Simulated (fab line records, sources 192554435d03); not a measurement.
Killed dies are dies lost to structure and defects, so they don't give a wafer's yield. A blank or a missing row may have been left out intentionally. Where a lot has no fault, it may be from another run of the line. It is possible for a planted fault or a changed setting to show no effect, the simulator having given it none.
Which tool did it? | flow n5 finfet | Sampling: 24 lots, 72 wafers, 5 of 1938 route steps

== WHAT THE GAUGES READ, wafer by wafer ==
N5_BEOL_M13_OVL_MEAS_11. Usual: V12_OVL typically reads -1 nm, with standard deviation 6.
lot  | measured     | on         | V12_OVL (nm) | flag
L075 | day 11 16:23 | overlay-01 | 10 4 5       |
L074 | day 11 23:38 | overlay-01 | 0 -4 -4      |
L076 | day 12 06:24 | overlay-01 | 2 -4 -4      |
L080 | day 12 20:16 | overlay-02 | -2 -5 -6     |
L078 | day 12 23:41 | overlay-02 | -5 -1 -4     |
L077 | day 13 02:13 | overlay-01 | 1 2 -1       |
L079 | day 13 09:31 | overlay-01 | -1 -5 3      |
L081 | day 14 04:23 | overlay-01 | 9 8 -1       |
L082 | day 14 05:26 | overlay-02 | -4 3 -1      |
L083 | day 14 16:11 | overlay-02 | 5 6 8        |
L084 | day 14 20:35 | overlay-01 | -1 5 -4      |
L086 | day 15 12:31 | overlay-01 | -3 5 0       |
L085 | day 15 12:59 | overlay-01 | 1 8 -1       |
L088 | day 15 22:20 | overlay-02 | -4 4 12      |
L089 | day 16 04:09 | overlay-02 | 2 8 -3       |
L087 | day 16 06:53 | overlay-01 | -2 5 -8      |
L093 | day 16 13:22 | overlay-02 | -8 -9 -8     |
L091 | day 16 17:07 | overlay-01 | -7 -9 -4     |
L090 | day 17 01:43 | overlay-02 | 14 1 14      |
L092 | day 17 09:58 | overlay-02 | -3 1 -9      |
L094 | day 17 10:30 | overlay-01 | 8 -5 -3      |
L095 | day 17 10:53 | overlay-02 | -6 -13 -8    |
L096 | day 18 08:08 | overlay-01 | -6 11 1      |
L097 | day 19 01:12 | overlay-01 | -3 -1 -5     |

N5_BEOL_M14_CD_MEAS_10: the cd target is 250 nm. Usual: cd nm 250.7 nm, standard deviation 1.6.
lot  | measured     | on        | cd nm (nm)        | flag
L075 | day 11 21:17 | cd sem-03 | 251.2 252.2 252.1 |
L074 | day 12 06:05 | cd sem-01 | 252.6 251.0 249.4 |
L076 | day 12 14:22 | cd sem-02 | 251.3 250.1 250.2 |
L080 | day 13 01:10 | cd sem-01 | 252.2 249.9 252.4 |
L078 | day 13 08:26 | cd sem-01 | 248.7 250.9 252.4 |
L077 | day 13 08:43 | cd sem-01 | 249.2 248.8 251.6 |
L079 | day 13 18:25 | cd sem-02 | 250.1 248.8 250.7 |
L081 | day 14 09:25 | cd sem-01 | 251.1 251.3 251.0 |
L082 | day 14 13:09 | cd sem-01 | 251.4 248.6 250.8 |
L083 | day 14 22:34 | cd sem-02 | 250.0 249.9 248.3 |
L084 | day 15 02:13 | cd sem-03 | 247.0 247.1 249.1 |
L086 | day 15 16:22 | cd sem-02 | 250.4 252.9 249.9 |
L085 | day 15 21:51 | cd sem-03 | 251.8 249.6 251.5 |
L088 | day 16 03:47 | cd sem-01 | 248.6 250.4 247.7 |
L089 | day 16 13:50 | cd sem-01 | 252.0 255.1 254.0 |
L087 | day 16 14:52 | cd sem-02 | 252.5 250.8 251.7 |
L093 | day 16 17:32 | cd sem-03 | 249.7 250.7 250.9 |
L091 | day 16 22:12 | cd sem-02 | 250.9 248.1 249.3 |
L090 | day 17 10:34 | cd sem-01 | 252.9 252.3 250.0 |
L092 | day 17 14:24 | cd sem-01 | 253.3 249.4 250.5 |
L094 | day 17 17:22 | cd sem-03 | 250.9 249.3 253.5 |
L095 | day 17 18:01 | cd sem-01 | 250.8 247.0 248.9 |
L096 | day 18 12:53 | cd sem-02 | 250.7 251.1 249.4 |
L097 | day 19 06:01 | cd sem-01 | 250.6 253.4 251.4 |

== EACH LOT AND THE TOOL THAT RAN IT (in order: tool; ch and the chambers of the sampled wafers; start) ==
lot  | N5_BEOL_M13_DESCUM_15              | N5_BEOL_M13_STRIP_37                 | N5_BEOL_M13_SPUTTER_44
L075 | rie diel-05 ch 0,1,3, day 11 16:28 | plasma asher-01 ch 0,1, day 11 18:09 | pvd sputter-02, day 11 19:31
L074 | rie diel-02 ch 0,1,3, day 11 23:42 | plasma asher-01 ch 0, day 12 01:23   | pvd sputter-02, day 12 04:11
L076 | rie diel-02 ch 0,2,3, day 12 06:37 | plasma asher-02 ch 0,1, day 12 08:10 | pvd sputter-03, day 12 12:13
L080 | rie diel-02 ch 0,3, day 12 20:20   | plasma asher-02 ch 0,1, day 12 22:08 | pvd sputter-02, day 12 23:19
L078 | rie diel-05 ch 1,2,3, day 12 23:44 | plasma asher-02 ch 1, day 13 01:25   | pvd sputter-02, day 13 06:31
L077 | rie diel-06 ch 2,3, day 13 02:17   | plasma asher-01 ch 0,1, day 13 03:50 | pvd sputter-01, day 13 06:55
L079 | rie diel-02 ch 0,1, day 13 09:40   | plasma asher-01 ch 0,1, day 13 11:20 | pvd sputter-02, day 13 16:00
L081 | rie diel-05 ch 1,3, day 14 04:27   | plasma asher-02 ch 0,1, day 14 06:20 | pvd sputter-02, day 14 07:38
L082 | rie diel-02 ch 1,2,3, day 14 05:53 | plasma asher-02 ch 0,1, day 14 07:31 | pvd sputter-03, day 14 11:03
L083 | rie diel-06 ch 1,2, day 14 16:14   | plasma asher-02 ch 0, day 14 17:48   | pvd sputter-03, day 14 20:34
L084 | rie diel-02 ch 0,2, day 14 20:58   | plasma asher-01 ch 0,1, day 14 22:40 | pvd sputter-03, day 15 00:35
L086 | rie diel-02 ch 0,1,2, day 15 12:37 | plasma asher-02 ch 0,1, day 15 14:17 | pvd sputter-02, day 15 14:43
L085 | rie diel-05 ch 0,2, day 15 13:02   | plasma asher-01 ch 0,1, day 15 14:36 | pvd sputter-01, day 15 20:13
L088 | rie diel-02 ch 1,2,3, day 15 22:24 | plasma asher-02 ch 0,1, day 16 00:19 | pvd sputter-02, day 16 01:50
L089 | rie diel-05 ch 0,1,3, day 16 04:13 | plasma asher-02 ch 0,1, day 16 06:15 | pvd sputter-01, day 16 11:46
L087 | rie diel-06 ch 0,1,3, day 16 06:59 | plasma asher-02 ch 0,1, day 16 08:33 | pvd sputter-03, day 16 12:31
L093 | rie diel-02 ch 0,1,3, day 16 13:33 | plasma asher-01 ch 1, day 16 15:07   | pvd sputter-03, day 16 15:43
L091 | rie diel-05 ch 0,1,2, day 16 17:10 | plasma asher-02 ch 0,1, day 16 18:44 | pvd sputter-03, day 16 20:33
L090 | rie diel-02 ch 0,2,3, day 17 01:46 | plasma asher-02 ch 0,1, day 17 03:20 | pvd sputter-01, day 17 08:13
L092 | rie diel-05 ch 1,2, day 17 10:01   | plasma asher-01 ch 0,1, day 17 11:56 | pvd sputter-02, day 17 12:25
L094 | rie diel-02 ch 1,2,3, day 17 10:33 | plasma asher-01 ch 0,1, day 17 12:53 | pvd sputter-03, day 17 15:40
L095 | rie diel-05 ch 2,3, day 17 10:57   | plasma asher-01 ch 0, day 17 13:09   | pvd sputter-03, day 17 16:02
L096 | rie diel-02 ch 1,3, day 18 08:12   | plasma asher-01 ch 0,1, day 18 09:46 | pvd sputter-01, day 18 10:29
L097 | rie diel-02 ch 2,3, day 19 01:15   | plasma asher-02 ch 0,1, day 19 02:58 | pvd sputter-03, day 19 03:32
- N5_BEOL_M13_DESCUM_15: chemistry O2, time 7.9 s.
- N5_BEOL_M13_STRIP_37: strips in N2/H2.
- N5_BEOL_M13_SPUTTER_44: material Ta, target thk 10 nm, time 16.13 s.

== WHAT THE TOOLS THEMSELVES READ (means of the sampled wafers that have a number; where no wafer has one, the mark that the record gives instead) ==
N5_BEOL_M13_DESCUM_15. Usual: drypump motor current A 5.6 A, standard deviation 0.38; oes product au 0.78 a.u., standard deviation 0.083; rf vpp V 243.0 V, standard deviation 1.1; showerhead plenum p Torr 2.07 Torr, standard deviation 0.055; throttle valve pct 20.40 %, standard deviation 0.22.
lot  | tool        | drypump motor current A (A) | oes product au (a.u.) | rf vpp V (V) | showerhead plenum p Torr (Torr) | throttle valve pct (%) | flag
L075 | rie diel-05 | 5.3                         | 0.82                  | 243.7        | 2.08                            | 20.28                  |
L074 | rie diel-02 | 5.4                         | 0.80                  | 242.9        | 2.07                            | 20.44                  |
L076 | rie diel-02 | 5.6                         | 0.77                  | 242.5        | 2.09                            | 20.46                  |
L080 | rie diel-02 | 5.3                         | 0.75                  | 243.9        | 2.12                            | 20.57                  |
L078 | rie diel-05 | 5.6                         | 0.80                  | 243.7        | 2.10                            | 20.32                  |
L077 | rie diel-06 | 5.6                         | 0.71                  | 243.9        | 2.16                            | 20.60                  |
L079 | rie diel-02 | 5.3                         | 0.72                  | 243.3        | 2.11                            | 20.65                  |
L081 | rie diel-05 | 5.4                         | 0.75                  | 243.9        | 2.11                            | 20.36                  |
L082 | rie diel-02 | 5.7                         | 0.80                  | 242.0        | 2.05                            | 20.37                  |
L083 | rie diel-06 | 6.2                         | 0.86                  | 243.4        | 2.09                            | 20.31                  |
L084 | rie diel-02 | 5.7                         | 0.70                  | 242.7        | 2.10                            | 20.59                  |
L086 | rie diel-02 | 5.6                         | 0.72                  | 243.1        | 2.08                            | 20.58                  |
L085 | rie diel-05 | 5.9                         | 0.79                  | 243.3        | 2.08                            | 20.20                  |
L088 | rie diel-02 | 5.8                         | 0.78                  | 242.6        | 2.04                            | 20.38                  |
L089 | rie diel-05 | 5.3                         | 0.87                  | 242.9        | 2.06                            | 20.23                  |
L087 | rie diel-06 | 5.8                         | 0.78                  | 242.2        | 2.07                            | 20.55                  |
L093 | rie diel-02 | 5.5                         | 0.76                  | 243.8        | 2.06                            | 20.48                  |
L091 | rie diel-05 | 5.7                         | 0.83                  | 243.1        | 2.08                            | 20.17                  |
L090 | rie diel-02 | 5.6                         | 0.74                  | 243.8        | 2.08                            | 20.50                  |
L092 | rie diel-05 | 5.8                         | 0.87                  | 243.0        | 2.12                            | 20.17                  |
L094 | rie diel-02 | 5.8                         | 0.77                  | 242.5        | 2.04                            | 20.40                  |
L095 | rie diel-05 | 5.4                         | 0.84                  | 243.1        | 2.06                            | 20.39                  |
L096 | rie diel-02 | 5.6                         | 0.78                  | 243.0        | 2.01                            | 20.40                  |
L097 | rie diel-02 | 6.0                         | 0.73                  | 243.2        | 2.05                            | 20.44                  |

N5_BEOL_M13_STRIP_37. Usual: drypump motor current A 5.2 A, standard deviation 0.43; heater power w 314 W, standard deviation 12; oes product au 0.783 a.u., standard deviation 0.011.
lot  | tool            | drypump motor current A (A) | heater power w (W) | oes product au (a.u.) | flag
L075 | plasma asher-01 | 5.7                         | 319                | 0.787                 |
L074 | plasma asher-01 | 5.2                         | 328                | 0.778                 |
L076 | plasma asher-02 | 5.0                         | 313                | 0.781                 |
L080 | plasma asher-02 | 4.9                         | 305                | 0.775                 |
L078 | plasma asher-02 | 4.7                         | 300                | 0.785                 |
L077 | plasma asher-01 | 5.4                         | 318                | 0.790                 |
L079 | plasma asher-01 | 5.5                         | 323                | 0.792                 |
L081 | plasma asher-02 | 5.0                         | 314                | 0.788                 |
L082 | plasma asher-02 | 5.1                         | 312                | 0.787                 |
L083 | plasma asher-02 | 5.2                         | 316                | 0.787                 |
L084 | plasma asher-01 | 5.7                         | 319                | 0.799                 |
L086 | plasma asher-02 | 4.9                         | 306                | 0.787                 |
L085 | plasma asher-01 | 5.7                         | 318                | 0.784                 |
L088 | plasma asher-02 | 5.0                         | 311                | 0.782                 |
L089 | plasma asher-02 | 4.9                         | 310                | 0.785                 |
L087 | plasma asher-02 | 5.0                         | 310                | 0.775                 |
L093 | plasma asher-01 | 5.9                         | 310                | 0.784                 |
L091 | plasma asher-02 | 5.1                         | 310                | 0.766                 |
L090 | plasma asher-02 | 5.1                         | 315                | 0.785                 |
L092 | plasma asher-01 | 5.4                         | 329                | 0.780                 |
L094 | plasma asher-01 | 5.4                         | 317                | 0.779                 |
L095 | plasma asher-01 | 5.2                         | 327                | 0.793                 |
L096 | plasma asher-01 | 5.4                         | 321                | 0.792                 |
L097 | plasma asher-02 | 4.9                         | 301                | 0.787                 |

N5_BEOL_M13_SPUTTER_44. Usual: throttle valve pct 30.2 %, standard deviation 1.2.
lot  | tool           | throttle valve pct (%) | flag
L075 | pvd sputter-02 | 29.7                   |
L074 | pvd sputter-02 | 30.3                   |
L076 | pvd sputter-03 | 30.0                   |
L080 | pvd sputter-02 | 30.0                   |
L078 | pvd sputter-02 | 29.7                   |
L077 | pvd sputter-01 | 31.0                   |
L079 | pvd sputter-02 | 30.4                   |
L081 | pvd sputter-02 | 29.9                   |
L082 | pvd sputter-03 | 30.2                   |
L083 | pvd sputter-03 | 29.6                   |
L084 | pvd sputter-03 | 29.0                   |
L086 | pvd sputter-02 | 30.0                   |
L085 | pvd sputter-01 | 31.6                   |
L088 | pvd sputter-02 | 29.7                   |
L089 | pvd sputter-01 | 31.8                   |
L087 | pvd sputter-03 | 30.3                   |
L093 | pvd sputter-03 | 29.1                   |
L091 | pvd sputter-03 | 29.7                   |
L090 | pvd sputter-01 | 31.1                   |
L092 | pvd sputter-02 | 30.7                   |
L094 | pvd sputter-03 | 30.1                   |
L095 | pvd sputter-03 | 29.7                   |
L096 | pvd sputter-01 | 31.0                   |
L097 | pvd sputter-03 | 29.4                   |

== THE ANSWER, worked out from the rows above alone ==
Rule: a lot counts as off when the mean over its wafers that have a number is more than 3 standard deviations away from the usual mean. A lot without any number at a reading at which 4 lots or more have one is off too. Any other lot the step has rows for is counted as sound. The gauges are gone through in route order, then the tools' own readings, and for those a lot's mean is taken as printed above. At the first step where some lot is off, the reading lying furthest off is the one used; lots without a number count as furthest.
None of the lots is off at any reading shown; this tells nothing.

== WHAT HAD BEEN PUT IN BY THE SIMULATOR ==
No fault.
